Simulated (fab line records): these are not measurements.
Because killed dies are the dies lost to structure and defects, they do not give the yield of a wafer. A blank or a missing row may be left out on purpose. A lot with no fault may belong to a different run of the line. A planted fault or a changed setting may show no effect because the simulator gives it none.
Matching of chambers / flow nand harc / NHARC_A_CONTACT_ETCH_75 on rie diel-04 has 4 sister chambers
The step etches the open film in CF4, target depth 39 nm, time 65 s. 22 wafers are shown with their chamber, then 11 later ones without.

== WAFERS, EACH WITH ITS CHAMBER ==
wafer=L075.2; chamber=3; showerhead plenum p Torr (Torr)=1.85; drypump motor current A (A)=5.4; rf vpp V (V)=152.5
wafer=L075.3; chamber=2; showerhead plenum p Torr (Torr)=1.69; drypump motor current A (A)=6.6; rf vpp V (V)=151.3
wafer=L075.5; chamber=0; showerhead plenum p Torr (Torr)=1.84; drypump motor current A (A)=5.7; rf vpp V (V)=151.7
wafer=L078.1; chamber=1; showerhead plenum p Torr (Torr)=1.77; drypump motor current A (A)=5.7; rf vpp V (V)=152.1
wafer=L078.2; chamber=3; showerhead plenum p Torr (Torr)=1.85; drypump motor current A (A)=5.3; rf vpp V (V)=151.2
wafer=L078.3; chamber=2; showerhead plenum p Torr (Torr)=1.69; drypump motor current A (A)=6.6; rf vpp V (V)=149.6
wafer=L078.4; chamber=0; showerhead plenum p Torr (Torr)=1.83; drypump motor current A (A)=5.7; rf vpp V (V)=152.9
wafer=L078.5; chamber=0; showerhead plenum p Torr (Torr)=1.83; drypump motor current A (A)=5.7; rf vpp V (V)=153.2
wafer=L078.6; chamber=3; showerhead plenum p Torr (Torr)=1.85; drypump motor current A (A)=5.3; rf vpp V (V)=153.4
wafer=L079.1; chamber=0; showerhead plenum p Torr (Torr)=1.83; drypump motor current A (A)=5.7; rf vpp V (V)=152.5
wafer=L079.4; chamber=1; showerhead plenum p Torr (Torr)=1.77; drypump motor current A (A)=5.6; rf vpp V (V)=151.2
wafer=L079.6; chamber=2; showerhead plenum p Torr (Torr)=1.69; drypump motor current A (A)=6.6; rf vpp V (V)=151.1
wafer=L081.1; chamber=0; showerhead plenum p Torr (Torr)=1.83; drypump motor current A (A)=5.7; rf vpp V (V)=151.6
wafer=L081.4; chamber=2; showerhead plenum p Torr (Torr)=1.69; drypump motor current A (A)=6.6; rf vpp V (V)=149.8
wafer=L081.6; chamber=1; showerhead plenum p Torr (Torr)=1.77; drypump motor current A (A)=5.7; rf vpp V (V)=150.5
wafer=L083.1; chamber=1; showerhead plenum p Torr (Torr)=1.77; drypump motor current A (A)=5.7; rf vpp V (V)=150.3
wafer=L083.2; chamber=0; showerhead plenum p Torr (Torr)=1.83; drypump motor current A (A)=5.7; rf vpp V (V)=152.4
wafer=L083.5; chamber=2; showerhead plenum p Torr (Torr)=1.69; drypump motor current A (A)=6.6; rf vpp V (V)=150.9
wafer=L080.2; chamber=2; showerhead plenum p Torr (Torr)=1.69; drypump motor current A (A)=6.5; rf vpp V (V)=150.6
wafer=L080.4; chamber=3; showerhead plenum p Torr (Torr)=1.85; drypump motor current A (A)=5.3; rf vpp V (V)=151.7
wafer=L080.5; chamber=1; showerhead plenum p Torr (Torr)=1.77; drypump motor current A (A)=5.7; rf vpp V (V)=151.5
wafer=L084.1; chamber=1; showerhead plenum p Torr (Torr)=1.77; drypump motor current A (A)=5.6; rf vpp V (V)=152.2

SIGNATURES (averages over the wafers above)
reading=showerhead plenum p Torr; chamber 0=1.8317; chamber 1=1.7700; chamber 2=1.6900; chamber 3=1.8500; scatter within a chamber=0.00215
reading=drypump motor current A; chamber 0=5.700; chamber 1=5.667; chamber 2=6.583; chamber 3=5.325; scatter within a chamber=0.0403
reading=rf vpp V; chamber 0=152.383; chamber 1=151.300; chamber 2=150.550; chamber 3=152.200; scatter within a chamber=0.76
Rule: distance of a wafer from a chamber = root of the sum over the readings of ((wafer's reading minus chamber's mean) / reading's scatter) squared. The wafer belongs to the nearest chamber; if the next one is less than 2 further off, it can't be placed. How the scatter is found: for the shown wafers, subtract from each reading the mean of its chamber, square and add these, divide the total by (wafers less chambers), then take the root.

== WAFERS WITH NO CHAMBER GIVEN ==
wafer=L084.2; showerhead plenum p Torr (Torr)=1.69; drypump motor current A (A)=6.6; rf vpp V (V)=149.9
wafer=L084.4; showerhead plenum p Torr (Torr)=1.83; drypump motor current A (A)=5.7; rf vpp V (V)=153.8
wafer=L085.1; showerhead plenum p Torr (Torr)=1.69; drypump motor current A (A)=6.6; rf vpp V (V)=150.0
wafer=L085.3; showerhead plenum p Torr (Torr)=1.85; drypump motor current A (A)=5.3; rf vpp V (V)=152.5
wafer=L085.6; showerhead plenum p Torr (Torr)=1.85; drypump motor current A (A)=5.3; rf vpp V (V)=153.2
wafer=L093.1; showerhead plenum p Torr (Torr)=1.85; drypump motor current A (A)=5.3; rf vpp V (V)=152.9
wafer=L093.4; showerhead plenum p Torr (Torr)=1.76; drypump motor current A (A)=5.6; rf vpp V (V)=151.4
wafer=L093.5; showerhead plenum p Torr (Torr)=1.83; drypump motor current A (A)=5.7; rf vpp V (V)=152.3
wafer=L096.1; showerhead plenum p Torr (Torr)=1.76; drypump motor current A (A)=5.6; rf vpp V (V)=150.0
wafer=L096.5; showerhead plenum p Torr (Torr)=1.83; drypump motor current A (A)=5.7; rf vpp V (V)=153.5
wafer=L096.6; showerhead plenum p Torr (Torr)=1.76; drypump motor current A (A)=5.6; rf vpp V (V)=152.2

== CHAMBER TAKEN BY EACH ==
wafer=L084.2; from the rows above=2; in truth=2
wafer=L084.4; from the rows above=0; in truth=0
wafer=L085.1; from the rows above=2; in truth=2
wafer=L085.3; from the rows above=3; in truth=3
wafer=L085.6; from the rows above=3; in truth=3
wafer=L093.1; from the rows above=3; in truth=3
wafer=L093.4; from the rows above=1; in truth=1
wafer=L093.5; from the rows above=0; in truth=0
wafer=L096.1; from the rows above=1; in truth=1
wafer=L096.5; from the rows above=0; in truth=0
wafer=L096.6; from the rows above=1; in truth=1
Placed correctly: 11 of 11. Left unplaced by these rows: 0. Number placed wrongly: 0.
